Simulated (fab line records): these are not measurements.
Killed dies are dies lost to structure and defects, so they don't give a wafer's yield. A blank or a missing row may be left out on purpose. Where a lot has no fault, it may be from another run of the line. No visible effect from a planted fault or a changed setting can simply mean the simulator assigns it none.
A struck lot beside a sound one -- flow nandHarc -- 28 out of 1302 route steps
Sound: the wafers L377.2, L377.3, L377.6. Struck: wafer L394.6 (left out: L394.2, L394.5 of the same lot, which were not struck); the cause appears at the end.
Each step with rows lists, per side, the tool, then ch with its chambers, then its first start. Under that, the readings that differ: sound wafers -- struck wafers -- difference of the means -- sigmas: that difference in standard deviations of wafers without a fault.
alike: readings whose means differ by less than 2 such deviations, and words and numbers that are the same on both sides. not compared: withheld readings, readings that some wafer has no value for, bounds like >300 that may hide the same value, and numbers for which the record gives no deviation and whose values overlap.
Wherever a step has rows on one side only, a row that says differs or no value, or a row with sigmas, the two part there. Numbers that have no deviation but don't overlap get no sigmas and don't part them. A reading that every wafer of one side lacks parts them only if that side has two wafers or more.

NHARC_A_CHANNEL_HOLE_D1_INSPECT_12:
  sound on defectInspect-02 at day 9 12:40; struck on defectInspect-02 at day 16 06:35
  alike: rawDefectCount
then, 1 step without rows for these wafers: NHARC_A_CHANNEL_HOLE_D1_DESCUM_15 (chemistry O2, time 3 s).
NHARC_A_CHANNEL_HOLE_D1_ETCH_38: etches the open film in CF4, target depth 39 nm, time 65 s.
  sound on rieDiel-03 ch 0,1,2, day 9 12:49; struck on rieDiel-01 ch 0, day 16 06:44
reading,sound,struck,difference,sigmas
throttleValvePct (%),13.278 13.270 13.261,13.306,+0.036,+4
  alike: cf4FlowSccm, drypumpMotorCurrentA, oesProductAu, rfVppV, showerheadPlenumPTorr
  not compared: rfHoursCounterH
then, 3 steps without rows for these wafers: NHARC_A_CHANNEL_HOLE_D1_ETCH_39 (etches the open film in N2/H2, target depth 260 nm, time 325 s); NHARC_A_CHANNEL_HOLE_D1_ETCH_34 (etches the open film in CF4/CHF3, target depth 154 nm, time 77 s); NHARC_A_CHANNEL_HOLE_D1_ETCH_16 (etches the open film in O2/COS, target depth 3100 nm, time 806 s).
NHARC_A_CHANNEL_HOLE_D1_CD_MEAS_18:
  sound on cdSem-02 at day 9 13:50; struck on cdSem-03 at day 16 07:52
  alike: cdNm
then, 1 step without rows for these wafers: NHARC_A_CHANNEL_HOLE_D1_ETCH_19 (etches the open film in C4F8/O2/Ar, time 34.5 s).
NHARC_A_CHANNEL_HOLE_D1_ETCH_20: etches the open film in C4F8/O2/Ar, time 361.9 s, target depth 1600 nm.
  sound on harEtch-02 ch 0,1, day 9 14:36; struck on harEtch-02 ch 1, day 16 09:07
  alike: drypumpMotorCurrentA, showerheadPlenumPTorr, tempC, throttleValvePct
  not compared: rfHoursCounterH
NHARC_A_CHANNEL_HOLE_D1_ETCH_21: etches the open film in C4F8/O2/Ar, time 514.3 s, target depth 1600 nm.
  sound on harEtch-02 ch 0,1, day 9 14:55; struck on harEtch-02 ch 1, day 16 09:26
  alike: drypumpMotorCurrentA, showerheadPlenumPTorr, tempC, throttleValvePct
  not compared: rfHoursCounterH
then, 2 steps without rows for these wafers: NHARC_A_CHANNEL_HOLE_D1_ETCH_22 (etches the open film in C4F8/O2/Ar, time 666.7 s, target depth 1600 nm); NHARC_A_CHANNEL_HOLE_D1_ETCH_23 (etches the open film in C4F8/O2/Ar, time 819 s, target depth 1600 nm).
NHARC_A_CHANNEL_HOLE_D1_ETCH_24: etches the open film in C4F8/O2/Ar, time 906.2 s, target depth 1500 nm.
  sound on harEtch-02 ch 0,1, day 9 16:37; struck on harEtch-02 ch 1, day 16 11:11
  alike: drypumpMotorCurrentA, showerheadPlenumPTorr, tempC, throttleValvePct
  not compared: rfHoursCounterH
NHARC_A_CHANNEL_HOLE_D1_ETCH_25: etches the open film in C4F8/O2/Ar, time 1040.2 s, target depth 1500 nm.
  sound on harEtch-02 ch 0,1, day 9 17:23; struck on harEtch-02 ch 1, day 16 11:59
  alike: drypumpMotorCurrentA, showerheadPlenumPTorr, tempC, throttleValvePct
  not compared: rfHoursCounterH
then, 9 steps without rows for these wafers: NHARC_A_CHANNEL_HOLE_D1_ETCH_26 (etches the open film in C4F8/O2/Ar, time 224.1 s, target depth 300 nm); NHARC_A_CHANNEL_HOLE_D1_ETCH_33 (etches the open film in C4F8/O2/Ar, time 90 s, target depth 400 nm); NHARC_A_CHANNEL_HOLE_D1_STRIP_41 (strips in N2/H2); NHARC_A_CHANNEL_HOLE_D1_STRIP_42 (strips in CF4/CHF3); NHARC_A_CHANNEL_HOLE_D1_STRIP_43 (strips in O2/COS); NHARC_A_CHANNEL_HOLE_D1_ETCH_44 (etches the open film in CF4/O2, target depth 140 nm, overetch 14 nm, time 77 s); NHARC_A_CHANNEL_HOLE_D1_STRIP_27 (strips in O2); NHARC_A_CHANNEL_HOLE_D1_PRECLEAN_28 (cleans in SC1); NHARC_A_CHANNEL_HOLE_D1_SRD_29.
NHARC_A_CHANNEL_HOLE_D1_CD_MEAS_30:
  sound on cdSem-03 at day 9 20:35; struck on cdSem-02 at day 16 14:34
  alike: cdNm
NHARC_A_CHANNEL_HOLE_D1_XSEM_31:
  sound on xsem-01 ch 0, day 9 20:40; struck on xsem-02 ch 0, day 16 14:40
reading,sound,struck,difference,sigmas
bowNm (nm),9.25 9.22 9.22,8.45,-0.78,-3
  alike: botCdNm, tiltDeg
NHARC_A_CHANNEL_HOLE_D1_INSPECT_40:
  sound on defectInspect-02 at day 9 20:46; struck on defectInspect-02 at day 16 14:46
reading,sound,struck,difference,sigmas
rawDefectCount,115 86 104,574,+472,+17
then, 1 step without rows for these wafers: NHARC_A_CHANNEL_FILL_D1_PRECLEAN_00 (cleans in SC1).
-- record jumps: 16 days between struck wafers' starts before vs after; left off in module A_CHANNEL_FILL_D1, resumes in module END, first step shown is number 1302 of the route --
NHARC_END_SORT_01:
  at this point the record logs the struck wafers (prober-01 ch 0, day 32 21:58) and has no rows for the sound ones

## WHERE THEY PART
Last at NHARC_END_SORT_01 as far as this record goes, first at NHARC_A_CHANNEL_HOLE_D1_ETCH_38.

WHY: whatever the simulator had introduced
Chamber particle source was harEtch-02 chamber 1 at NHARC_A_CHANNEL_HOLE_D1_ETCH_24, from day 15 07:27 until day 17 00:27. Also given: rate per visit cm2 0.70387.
